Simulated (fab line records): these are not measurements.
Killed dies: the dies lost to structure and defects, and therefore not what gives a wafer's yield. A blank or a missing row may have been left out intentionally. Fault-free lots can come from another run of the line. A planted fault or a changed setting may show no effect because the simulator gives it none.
Which of the tools did it? -- flow nand-harc -- 41 wafers from 14 lots sampled at 4 of the route's 1159 steps

== WHAT THE GAUGES READ, wafer by wafer ==
NHARC_P_BONDPAD_INSPECT_23. Usual: raw-defect-count at 310, with a standard deviation of 94.
lot,measured,on,raw-defect-count,flag
L690,day 6 07:01,defect-inspect-02,279 433 257,
L691,day 6 20:41,defect-inspect-01,196 232 441,
L692,day 6 21:05,defect-inspect-02,233 289 310,
L693,day 6 22:13,defect-inspect-01,498 383 339,
L694,day 7 08:15,defect-inspect-02,329 254 264,
L697,day 8 03:19,defect-inspect-01,435 568 375,
L701,day 9 13:38,defect-inspect-02,489 331 319,
L700,day 9 18:31,defect-inspect-02,297 342 276,
L704,day 9 19:19,defect-inspect-02,231 303 229,
L702,day 9 20:44,defect-inspect-02,216 224,
L708,day 10 22:10,defect-inspect-01,482 437 456,
L711,day 11 20:17,defect-inspect-02,228 211 250,
L710,day 11 21:05,defect-inspect-01,445 217 205,
L712,day 11 23:52,defect-inspect-02,310 246 424,

NHARC_A_ONON_D1_THK_MEAS_18: measures by ellipsometry. Usual: thk-nm at 1002 nm, with a standard deviation of 13.
lot,measured,on,thk-nm (nm),flag
L690,day 7 18:49,film-metro-02,989 988 989,
L691,day 8 07:41,film-metro-02,986 985 986,
L692,day 8 07:41,film-metro-02,996 993 993,
L693,day 8 07:42,film-metro-02,1008 1009 1009,
L694,day 8 17:35,film-metro-02,1008 1007 1009,
L697,day 9 11:05,film-metro-02,993 993 993,
L701,day 11 03:24,film-metro-02,1005 1785 1782 1006 1786 1783,OFF
L700,day 11 03:14,film-metro-01,1019 1021 1023,
L704,day 11 03:35,film-metro-02,993 995 994,
L702,day 11 03:45,film-metro-02,1757 1755 1757 1758,OFF
L708,day 12 07:04,film-metro-01,996 998 996,
L711,day 13 06:08,film-metro-02,1001 1003 1001,
L710,day 13 06:29,film-metro-01,995 997 996,
L712,day 13 06:08,film-metro-01,1019 1017 1017,

NHARC_A_CHANNEL_HOLE_D1_CD_MEAS_10 targets a cd of 100 nm. Usual: cd-nm at 100.0 nm, with a standard deviation of 0.66.
lot,measured,on,cd-nm (nm),flag
L690,day 8 02:06,cd-sem-02,99.4 99.9 100.2,
L691,day 8 15:34,cd-sem-01,99.0 101.1 99.8,
L692,day 8 16:57,cd-sem-03,100.4 101.4 100.3,
L693,day 8 17:22,cd-sem-02,100.6 100.6 100.7,
L694,day 9 01:20,cd-sem-03,101.0 99.3 100.7,
L697,day 9 16:34,cd-sem-02,100.7 100.3 100.0,
L701,day 11 15:46,cd-sem-02,99.1,
L700,day 11 09:40,cd-sem-01,99.1 99.0 99.6,
L704,day 11 11:34,cd-sem-03,99.5 100.1 100.2,
L708,day 12 13:14,cd-sem-01,100.1 100.6 99.8,
L711,day 13 12:11,cd-sem-02,100.1 99.2 99.7,
L710,day 13 16:12,cd-sem-02,101.4 100.0 101.3,
L712,day 13 13:24,cd-sem-03,101.0 101.7 100.8,

== TOOL THAT RAN EACH LOT (tool first, then ch and the chambers of the sampled wafers, then the start) ==
lot,NHARC_A_ONON_D1_DEP_16
L690,"pecvd-onon-04 ch 0, day 7 18:18"
L691,"pecvd-onon-03 ch 0, day 8 07:11"
L692,"pecvd-onon-02 ch 0, day 8 07:14"
L693,"pecvd-onon-04 ch 0, day 8 07:19"
L694,"pecvd-onon-02 ch 0, day 8 17:08"
L697,"pecvd-onon-02 ch 0, day 9 10:38"
L701,"pecvd-onon-02 ch 0, day 11 02:53"
L700,"pecvd-onon-03 ch 0, day 11 02:47"
L704,"pecvd-onon-03 ch 0, day 11 03:05"
L702,"pecvd-onon-02 ch 0, day 11 03:21"
L708,"pecvd-onon-04 ch 0, day 12 06:37"
L711,"pecvd-onon-03 ch 0, day 13 05:41"
L710,"pecvd-onon-03 ch 0, day 13 05:58"
L712,"pecvd-onon-04 ch 0, day 13 05:37"
- NHARC_A_ONON_D1_DEP_16: target thk 1000 nm.

== WHAT THE TOOLS THEMSELVES READ (means of the sampled wafers that have a number; where no wafer has one, the mark that the record gives instead) ==
NHARC_A_ONON_D1_DEP_16. Usual: n2o-flow-sccm at 2001 sccm, with a standard deviation of 5.5.
lot,tool,n2o-flow-sccm (sccm),flag
L690,pecvd-onon-04,1998,
L691,pecvd-onon-03,2008,
L692,pecvd-onon-02,2005,
L693,pecvd-onon-04,2005,
L694,pecvd-onon-02,2003,
L697,pecvd-onon-02,2001,
L701,pecvd-onon-02,2002,
L700,pecvd-onon-03,2002,
L704,pecvd-onon-03,1990,
L702,pecvd-onon-02,2003,
L708,pecvd-onon-04,1998,
L711,pecvd-onon-03,2002,
L710,pecvd-onon-03,2005,
L712,pecvd-onon-04,2000,

== THE ANSWER, worked out from the rows above alone ==
Rule: lot off if the mean of its wafers having a number is beyond 3 standard deviations from the usual mean. Also off: a lot with no number at a reading for which 4 or more lots have one. All remaining lots with rows at the step are treated as sound. The gauges are gone through in route order, then the tools' own readings, and for those a lot's mean is taken as printed above. At the first step where some lot is off, the reading lying furthest off is the one used; lots without a number count as furthest.
Off at NHARC_A_ONON_D1_THK_MEAS_18 (thk-nm): L701, L702.
If a tool, at a process step before that reading, ran all the lots that are off and no sound lot after the first of them, it fits. The gauges at NHARC_A_ONON_D1_THK_MEAS_18 are tried like those tools. One candidate fits, namely pecvd-onon-02 at NHARC_A_ONON_D1_DEP_16. A fault onset in the window from L697 (day 9 10:38, its last sound lot) to L701 (day 11 02:53, its first lot off) fits.

== WHAT THE SIMULATOR PUT IN ==
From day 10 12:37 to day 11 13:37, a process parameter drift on pecvd-onon-02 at NHARC_A_ONON_D1_DEP_16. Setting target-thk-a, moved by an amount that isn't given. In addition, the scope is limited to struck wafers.
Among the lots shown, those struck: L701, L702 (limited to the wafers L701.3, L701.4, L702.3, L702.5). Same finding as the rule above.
